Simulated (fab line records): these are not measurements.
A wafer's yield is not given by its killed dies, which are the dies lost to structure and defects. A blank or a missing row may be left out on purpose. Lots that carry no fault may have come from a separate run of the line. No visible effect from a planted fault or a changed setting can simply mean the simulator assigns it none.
Chamber matching || flow n5Finfet || N5_MOL_CONTACT_COAG_CMP_28 on cmp-03: 4 sister chambers
The step polishes, stops on SiNx, t overpolish 0.85 s, target thk 14.522 nm. 4 wafers are shown with their chamber, then 10 later ones without.

## WAFERS, EACH WITH ITS CHAMBER
{"wafer": "L080.4", "chamber": 1, "motorCurrentA (A)": 13.6}
{"wafer": "L089.2", "chamber": 3, "motorCurrentA (A)": 11.9}
{"wafer": "L092.2", "chamber": 0, "motorCurrentA (A)": 11.8}
{"wafer": "L092.4", "chamber": 2, "motorCurrentA (A)": 12.4}

## WAFERS WITHOUT THEIR CHAMBER
{"wafer": "L092.6", "motorCurrentA (A)": 12.7}
{"wafer": "L093.2", "motorCurrentA (A)": 11.1}
{"wafer": "L093.5", "motorCurrentA (A)": 13.5}
{"wafer": "L093.6", "motorCurrentA (A)": 12.8}
{"wafer": "L096.2", "motorCurrentA (A)": 11.8}
{"wafer": "L096.3", "motorCurrentA (A)": 12.6}
{"wafer": "L096.4", "motorCurrentA (A)": 13.4}
{"wafer": "L097.1", "motorCurrentA (A)": 12.4}
{"wafer": "L097.2", "motorCurrentA (A)": 13.2}
{"wafer": "L097.6", "motorCurrentA (A)": 11.1}

## THE CHAMBER EACH PASSED THROUGH
{"wafer": "L092.6", "from the rows above": "can't be placed: 2 or 3 or 0 or 1", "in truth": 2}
{"wafer": "L093.2", "from the rows above": "can't be placed: 0 or 3 or 2", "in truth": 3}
{"wafer": "L093.5", "from the rows above": 1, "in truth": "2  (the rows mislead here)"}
{"wafer": "L093.6", "from the rows above": "can't be placed: 2 or 1 or 3 or 0", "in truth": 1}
{"wafer": "L096.2", "from the rows above": "can't be placed: 0 or 3 or 2", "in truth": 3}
{"wafer": "L096.3", "from the rows above": "can't be placed: 2 or 3 or 0", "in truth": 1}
{"wafer": "L096.4", "from the rows above": 1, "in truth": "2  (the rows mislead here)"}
{"wafer": "L097.1", "from the rows above": "can't be placed: 2 or 3 or 0", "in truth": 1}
{"wafer": "L097.2", "from the rows above": "can't be placed: 1 or 2", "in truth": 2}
{"wafer": "L097.6", "from the rows above": "can't be placed: 0 or 3 or 2", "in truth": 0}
Placed correctly: 0 of 10. Cannot be placed on the basis of these rows: 8; the candidates contain the true chamber in 6. 2 placed wrongly.
How it was worked out, from the rows above alone: a wafer's distance from a chamber is the root of the sum, over the readings, of the square of ((its reading less the chamber's mean) divided by the reading's scatter). The wafer belongs to the nearest chamber; if the next one is less than 2 further off, it can't be placed. Each chamber's mean is taken over the wafers shown for it. The scatter: root of mean squared gap, hidden wafer to nearest shown wafer, with one shown wafer a chamber.
